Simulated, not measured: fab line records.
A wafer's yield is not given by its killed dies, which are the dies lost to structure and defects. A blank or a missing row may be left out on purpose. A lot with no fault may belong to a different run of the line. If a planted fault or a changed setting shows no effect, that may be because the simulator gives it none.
A struck lot beside a sound one + flow nand harc + 28 out of 1302 route steps
Sound: wafers L775.3, L775.4, L775.5. Struck: wafer L783.3. The cause is given at the end.
Order at every step that has rows: each side's tool, ch and its chambers, its first start. Under that, the readings that differ: sound wafers + struck wafers + difference of the means + sigmas: that difference in standard deviations of wafers without a fault.
alike: a reading whose means differ by less than 2 such deviations, as well as words and numbers matching on both sides. not compared: withheld readings; readings where some wafer has no value; bounds like >300 that might hide an equal value; numbers whose values overlap and for which the record gives no deviation.
A row with sigmas, a row that says differs or no value, or rows on one side alone: a step with any of these is where the two part. Non-overlapping numbers with no deviation appear without sigmas and do not part them. A reading that every wafer of one side lacks parts them only if that side has two wafers or more.

first, 8 steps without rows for these wafers: NHARC_A_M0_HMDS_02 (time 30 s); NHARC_A_M0_COAT_33 (time 65 s); NHARC_A_M0_COAT_03 (resist thk 90 nm); NHARC_A_M0_SOFTBAKE_04 (time 55 s); NHARC_A_M0_EBR_05; NHARC_A_M0_EXPOSE_06 (exposes mask A M0, target cd 80 nm); NHARC_A_M0_PEB_07 (peb time 65 s); NHARC_A_M0_DEVELOP_08 (develop time 35 s).
NHARC_A_M0_CD_MEAS_09 targets a cd of 80 nm.
  sound on cd sem-01 ch 0, day 23 04:08; struck on cd sem-02 ch 0, day 26 17:48
  alike: cd nm
NHARC_A_M0_OVL_MEAS_10: pitch 160 nm.
  sound: overlay-01 at day 23 04:13; struck: overlay-01 at day 26 17:53
  alike: overlay x nm, overlay y nm
NHARC_A_M0_INSPECT_11:
  sound: defect inspect-02 at day 23 04:15; struck: defect inspect-02 at day 26 17:56
  alike: raw defect count
NHARC_A_M0_DESCUM_14: chemistry O2, time 3 s.
  sound on rie diel-13 ch 0,1, day 23 04:19; struck on rie diel-13 ch 1, day 26 18:01
  alike: drypump motor current A, oes product au, rf vpp V, showerhead plenum p Torr, throttle valve pct
  not compared: rf hours counter h
NHARC_A_M0_ETCH_34: etches the open film in N2/H2, target depth 40 nm, overetch 12 nm, time 43.94 s.
  sound on rie diel-13 ch 0,1,2, day 23 04:24; struck on rie diel-13 ch 1, day 26 18:05
  alike: drypump motor current A, n2 flow sccm, oes product au, rf vpp V, showerhead plenum p Torr, throttle valve pct
  not compared: rf hours counter h
then, 1 step without rows for these wafers: NHARC_A_M0_ETCH_15 (etches the open film in C4F8/Ar, target depth 150 nm, overetch 15 nm, time 82.5 s).
NHARC_A_M0_CD_MEAS_16:
  sound: cd sem-01 at day 23 04:37; struck: cd sem-01 at day 26 18:18
  alike: cd nm
then, 3 steps without rows for these wafers: NHARC_A_M0_STRIP_18 (strips in N2/H2); NHARC_A_M0_STRIP_19 (strips in post etch residue remover, time 600 s); NHARC_A_M0_DEGAS_28 (time 60 s).
NHARC_A_M0_PRE_CLEAN_29: time 30 s.
  sound on pvd sputter-02; struck on pvd sputter-01
| reading            | sound       | struck | difference | sigmas |
|--------------------|-------------|--------|------------|--------|
| heater power w (W) | 382 339 393 | 523    | +152       | +3     |
NHARC_A_M0_PVD_20: deposits TaN, target thk 5 nm, time 8.06 s.
  sound on pvd sputter-02; struck on pvd sputter-01
  alike: throttle valve pct
NHARC_A_M0_PVD_21: deposits Cu, target thk 30 nm, time 20.49 s.
  sound on pvd sputter-02; struck on pvd sputter-01
| reading                | sound          | struck | difference | sigmas |
|------------------------|----------------|--------|------------|--------|
| throttle valve pct (%) | 27.6 29.4 28.8 | 31.6   | +3.0       | +3     |
then, 3 steps without rows for these wafers: NHARC_A_M0_ECD_22 (material Cu, target thk 400 nm); NHARC_A_M0_ANNEAL_30 (time 90 s); NHARC_A_M0_CMP_23 (polishes, t overpolish 20 s, target thk 113.75 nm).
NHARC_A_M0_THK_MEAS_24: measures by xrf.
  sound: film metro-01 at day 23 06:40; struck: film metro-01 at day 26 20:18
  alike: thk nm
next, for these wafers, 1 step has no rows: NHARC_A_M0_SRD_25.
NHARC_A_M0_PRE_CLEAN_31: time 12 s.
  sound on pecvd-03 ch 0,1,2, day 23 06:54; struck on pecvd-01 ch 0, day 26 22:32
| reading | sound | struck                   | difference                   | sigmas |
|---------|-------|--------------------------|------------------------------|--------|
| hold    | - - - | await dispo/1.8h/release | no value on the sound wafers |        |
  alike: heater power w
-- the record jumps here: 2 days lie between the struck wafers' starts before and after (it left off in module A_M0 and takes up again in module END, whose first step shown is number 1302 of the route) --
NHARC_END_SORT_01:
  only the struck wafers appear in the record here, on prober-02 ch 0 at day 29 05:40; the sound ones have no rows

== WHERE THEY PART ==
First at NHARC_A_M0_PRE_CLEAN_29; last, within this record, at NHARC_END_SORT_01.

WHY: the cause the simulator had injected
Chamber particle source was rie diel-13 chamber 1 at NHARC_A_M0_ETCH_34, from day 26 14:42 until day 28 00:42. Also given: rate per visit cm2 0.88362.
